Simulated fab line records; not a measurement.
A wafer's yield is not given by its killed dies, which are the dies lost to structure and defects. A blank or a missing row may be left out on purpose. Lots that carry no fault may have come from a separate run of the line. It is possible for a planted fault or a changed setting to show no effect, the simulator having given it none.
Which tool did it? | flow n5-finfet | 11 lots, 31 wafers sampled, at 2 steps of a route of 1938

== WHAT THE GAUGES READ, wafer by wafer ==
N5_BEOL_M8_CD_MEAS_28: target cd 40 nm. Usual: cd-nm at 40.05 nm, with a standard deviation of 0.26.
lot  | measured     | on        | cd-nm (nm)        | flag
L765 | day 10 03:09 | cd-sem-01 | 40.13 40.47 40.02 |
L768 | day 10 20:20 | cd-sem-01 | 39.78 39.99 39.73 |
L766 | day 11 02:40 | cd-sem-03 | 39.85 39.94 39.81 |
L769 | day 11 06:00 | cd-sem-01 | 40.39 39.70 40.32 |
L770 | day 11 11:23 | cd-sem-03 | 39.70 39.68 39.96 |
L776 | day 13 05:20 | cd-sem-02 | 39.88 40.08 39.99 |
L778 | day 13 11:49 | cd-sem-01 | 40.04 39.65 39.66 |
L782 | day 14 06:10 | cd-sem-03 | 40.03 39.97       |
L781 | day 14 06:34 | cd-sem-01 | 40.04 40.42 40.28 |
L783 | day 14 06:23 | cd-sem-01 | 39.99 40.18       |
L785 | day 15 07:43 | cd-sem-02 | 39.96 39.97 39.21 |

== WHAT TOOL EACH LOT RAN ON (gives the tool, then ch and the chambers of the sampled wafers, and finally the start) ==
lot  | N5_BEOL_M8_STRIP_19
L765 | rie-diel-06 ch 0,2,3, day 10 02:46
L768 | rie-diel-02 ch 0,3, day 10 19:26
L766 | rie-diel-02 ch 1,3, day 10 22:19
L769 | rie-diel-05 ch 2,3, day 11 04:32
L770 | rie-diel-06 ch 1,3, day 11 08:41
L776 | rie-diel-02 ch 0,1,3, day 13 04:07
L778 | rie-diel-05 ch 1,2,3, day 13 11:26
L782 | rie-diel-06 ch 1,2, day 14 02:43
L781 | rie-diel-06 ch 0,2, day 14 04:17
L783 | rie-diel-02 ch 2, day 14 04:29
L785 | rie-diel-02 ch 0,2,3, day 15 03:35
- N5_BEOL_M8_STRIP_19: strips in O2.

== AS READ BY THE TOOLS THEMSELVES (means over the sampled wafers that have a number; for cases with no such wafer, the mark the record gives instead) ==
N5_BEOL_M8_STRIP_19. Usual: drypump-motor-current-A 5.6 A, standard deviation 0.57; oes-product-au 0.83 a.u., standard deviation 0.079; rf-vpp-V 3.6 V, standard deviation 0.62; showerhead-plenum-p-Torr 2.11 Torr, standard deviation 0.072; throttle-valve-pct 16.58 %, standard deviation 0.13.
lot  | tool        | drypump-motor-current-A (A) | oes-product-au (a.u.) | rf-vpp-V (V) | showerhead-plenum-p-Torr (Torr) | throttle-valve-pct (%) | flag
L765 | rie-diel-06 | 5.6                         | 0.90                  | 3.3          | 2.13                            | 16.49                  |
L768 | rie-diel-02 | 5.8                         | 0.73                  | 3.9          | 2.07                            | 16.61                  |
L766 | rie-diel-02 | 5.7                         | 0.72                  | 3.7          | 2.08                            | 16.71                  |
L769 | rie-diel-05 | 6.3                         | 0.87                  | 3.9          | 2.16                            | 16.58                  |
L770 | rie-diel-06 | 5.7                         | 0.93                  | 3.5          | 2.11                            | 16.49                  |
L776 | rie-diel-02 | 5.8                         | 0.71                  | 4.4          | 2.07                            | 16.72                  |
L778 | rie-diel-05 | 5.9                         | 0.86                  | 3.7          | 2.11                            | 16.61                  |
L782 | rie-diel-06 | 6.0                         | 0.86                  | 4.0          | 2.20                            | 16.70                  |
L781 | rie-diel-06 | 5.9                         | 0.83                  | 3.6          | 2.16                            | 16.62                  |
L783 | rie-diel-02 | 4.7                         | 0.74                  | 3.8          | 2.18                            | 16.51                  |
L785 | rie-diel-02 | 5.6                         | 0.81                  | 3.3          | 2.10                            | 16.51                  |

== THE ANSWER, worked out from the rows above alone ==
Rule: take the mean of a lot's wafers that have a number; if it is more than 3 standard deviations from the usual mean, the lot is off. Also off: a lot with no number at a reading for which 4 or more lots have one. Any other lot the step has rows for is counted as sound. After the gauges, taken in route order, come the tools' own readings; for these a lot's mean is taken, as printed above. The first step at which some lot is off is used, and at that step the reading that is off furthest; a lot without a number counts as furthest.
No lot is off on any of the readings shown, so nothing can be concluded from this.

== WHAT THE SIMULATOR HAD INSERTED ==
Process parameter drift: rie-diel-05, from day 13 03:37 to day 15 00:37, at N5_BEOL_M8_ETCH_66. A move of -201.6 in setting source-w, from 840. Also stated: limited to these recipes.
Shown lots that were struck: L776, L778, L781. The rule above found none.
